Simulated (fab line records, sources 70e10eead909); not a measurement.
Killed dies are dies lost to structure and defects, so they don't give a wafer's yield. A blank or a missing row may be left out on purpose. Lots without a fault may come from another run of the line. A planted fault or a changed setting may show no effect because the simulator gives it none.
Which tool did it? | flow nand_harc | 15 lots, 45 wafers sampled, at 1 step of a route of 1302

WHAT THE GAUGES READ, wafer by wafer
NHARC_A_SGD_CUT_THK_MEAS_22: measures by ellipsometry.
lot  | measured     | on            | thk_nm (nm)
L402 | day 19 22:04 | film_metro-02 | 149.7 147.5 148.5
L404 | day 20 11:58 | film_metro-02 | 149.5 148.8 147.8
L406 | day 21 03:10 | film_metro-02 | 147.1 152.1 146.4
L405 | day 21 03:10 | film_metro-01 | 148.3 148.9 149.1
L407 | day 22 03:40 | film_metro-01 | 147.1 150.0 147.8
L408 | day 22 13:02 | film_metro-01 | 148.2 148.7 147.5
L410 | day 22 19:38 | film_metro-01 | 148.3 146.4 147.1
L409 | day 22 19:39 | film_metro-01 | 147.7 149.3 147.6
L412 | day 23 08:04 | film_metro-02 | 148.6 148.2 146.8
L411 | day 23 08:04 | film_metro-02 | 145.9 148.4 146.3
L420 | day 26 14:48 | film_metro-01 | 150.2 147.9 146.9
L421 | day 27 13:59 | film_metro-02 | 147.5 146.1 146.3
L422 | day 27 21:30 | film_metro-02 | 146.5 146.1 146.3
L424 | day 28 18:20 | film_metro-01 | 148.9 150.2 145.5
L423 | day 30 04:39 | film_metro-02 | 147.0 147.4 146.7

WHICH TOOL RAN EACH LOT (tool, then ch and the chambers of the sampled wafers, then the start)
The record holds no process step before these readings.

WHAT THE TOOLS THEMSELVES READ (means of the sampled wafers that have a number; where no wafer has one, the mark that the record gives instead)
The record holds no such reading with a usual standard deviation.

THE ANSWER, worked out from the rows above alone
Rule: what is usual is taken from the lots themselves. Put in order of their means at a reading, lots are off if they are a third of the lots or fewer, leave a main group of 4 or more, and stand apart from it by a gap of 3 or more times the standard deviation of the main group's means; of several such gaps the widest counts. A main group whose means are all the same, to the digits that the tables above print for the reading, isn't used. A lot without any number at a reading at which 4 lots or more have one is off too. The other lots that the step has rows for count as sound. The gauges are gone through in route order, then the tools' own readings, and for those a lot's mean is taken as printed above. The first step at which some lot is off is used, and at that step the reading that is off furthest; a lot without a number counts as furthest.
No lot is off at any reading shown: from this, nothing can be told.

WHAT THE SIMULATOR HAD PUT IN
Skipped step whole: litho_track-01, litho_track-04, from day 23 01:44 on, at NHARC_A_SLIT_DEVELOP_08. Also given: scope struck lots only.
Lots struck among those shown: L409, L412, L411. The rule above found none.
